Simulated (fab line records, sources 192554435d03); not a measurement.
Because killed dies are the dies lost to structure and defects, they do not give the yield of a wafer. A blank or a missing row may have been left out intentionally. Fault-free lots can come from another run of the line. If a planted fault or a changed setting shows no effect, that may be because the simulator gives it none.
Comparing a struck lot with a sound one -- flow n5-finfet -- 26 out of 1938 route steps
Sound: the wafers L162.1, L162.4, L162.6. Struck: wafers L173.1, L173.4, L173.6. At the end, the cause is stated.
Per side, at each step with rows, come the tool, then ch with its chambers, and then its first start. Under that, the readings that differ: sound wafers -- struck wafers -- difference of the means -- sigmas: that difference in standard deviations of wafers without a fault.
alike: a reading whose means differ by less than 2 such deviations, as well as words and numbers matching on both sides. not compared: withheld readings; readings where some wafer has no value; bounds like >300 that might hide an equal value; numbers whose values overlap and for which the record gives no deviation.
A row with sigmas, a row that says differs or no value, or rows on one side alone: a step with any of these is where the two part. Numbers that have no deviation but don't overlap get no sigmas and don't part them. A reading that every wafer of one side lacks parts them only if that side has two wafers or more.

first, 9 steps without rows for these wafers: N5_FIN_CUT_COAT_02 (resist thk 30 nm); N5_FIN_CUT_EBR_04; N5_FIN_CUT_SOFTBAKE_03 (time 60 s); N5_FIN_CUT_EXPOSE_05 (exposes mask FIN CUT); N5_FIN_CUT_PEB_06 (peb time 60 s); N5_FIN_CUT_DEVELOP_07 (develop time 30 s); N5_FIN_CUT_DESCUM_13 (chemistry O2, time 7 s); N5_FIN_CUT_ETCH_30 (etches underlayer in N2/H2, target depth 13 nm, time 10.4 s); N5_FIN_CUT_ETCH_20 (etches SiARC in CF4, target depth 26 nm, time 43.3 s).
N5_FIN_CUT_ETCH_21: etches SOC in N2/H2, target depth 219 nm, overetch 43.8 nm, time 523.5 s.
  sound on rie-diel-01 ch 1,3, day 2 21:04; struck on rie-diel-01 ch 0,1,3, day 5 16:13
  alike: chamber-pressure-mTorr, drypump-motor-current-A, oes-product-au, rf-vpp-V, showerhead-plenum-p-Torr, throttle-valve-pct
  not compared: rf-hours-counter-h
then, 12 steps without rows for these wafers: N5_FIN_CUT_STRIP_23 (strips in N2/H2); N5_FIN_CUT_STRIP_31 (strips in N2/H2); N5_FIN_CUT_STRIP_24 (strips in CF4); N5_FIN_CUT_CUT_ETCH_26 (etches SiNx in CH3F/O2, target depth 39 nm, time 55.7 s); N5_FIN_CUT_CUT_ETCH_27 (etches SiO2 in CHF3/O2, target depth 4 nm, overetch 2 nm, time 4.9 s); N5_FIN_CUT_PRECLEAN_35 (cleans in vHF, time 13.3 s); N5_FIN_CUT_CUT_ETCH_15 (etches Si in HBr/Cl2/O2, target depth 100 nm, bt time 10 s, time 42.4 s); N5_FIN_CUT_CUT_ETCH_28 (etches Si in HBr/Cl2/O2, target depth 6 nm, time 2.4 s); N5_FIN_CUT_STRIP_22 (strips in N2/H2); N5_FIN_CUT_PRECLEAN_36 (cleans in O3/DIW, time 60 s); N5_FIN_CUT_SRD_32 (time 30 s); N5_FIN_CUT_UV_OZONE_34 (time 120 s).
N5_FIN_CUT_INSPECT_17: inspects for defects (brightfield).
  sound: defect-inspect-02 at day 2 21:53; struck: defect-inspect-01 at day 5 17:06
reading,sound,struck,difference,sigmas
raw-defect-count,235 171 144,1645 1597 1631,+1441,+24
then, 1 step without rows for these wafers: N5_STI_FIN_REVEAL_ALD_00 (deposits SiO2, target thk 1 nm, pulse time 1 s).
-- the record jumps here: 5 days lie between the struck wafers' starts before and after (it left off in module STI_FIN_REVEAL and takes up again in module BEOL_M4, whose first step shown is number 1111 of the route) --
N5_BEOL_M4_RC_MEAS_101:
  sound on prober-01 ch 0, day 9 00:28; struck on prober-01 ch 0, day 11 04:42
reading,sound,struck,difference,sigmas
DIBL_N (mV/V),37.5 38.5 37.6,33.6 33.3 31.8,-5.0,-3
SS_P (mV/dec),74.0 74.1 72.4,72.9 72.1 71.2,-1.4,-2
  alike: DIBL_P, IOFF_N, IOFF_P, ION_N, ION_P, SS_N, VT_N, VT_P
-- a jump in the record: the struck wafers' starts before and after are 4 days apart (it breaks off in module BEOL_M4 and resumes in module PASSIVATION, where the first step shown is number 1936 of the route) --
N5_PASSIVATION_PROBE_49:
  the record has rows for the struck wafers here (prober-01, day 15 07:37) and none for the sound ones

== WHERE THEY PART ==
Last at N5_PASSIVATION_PROBE_49 as far as this record goes, first at N5_FIN_CUT_INSPECT_17.

WHY: whatever the simulator had introduced
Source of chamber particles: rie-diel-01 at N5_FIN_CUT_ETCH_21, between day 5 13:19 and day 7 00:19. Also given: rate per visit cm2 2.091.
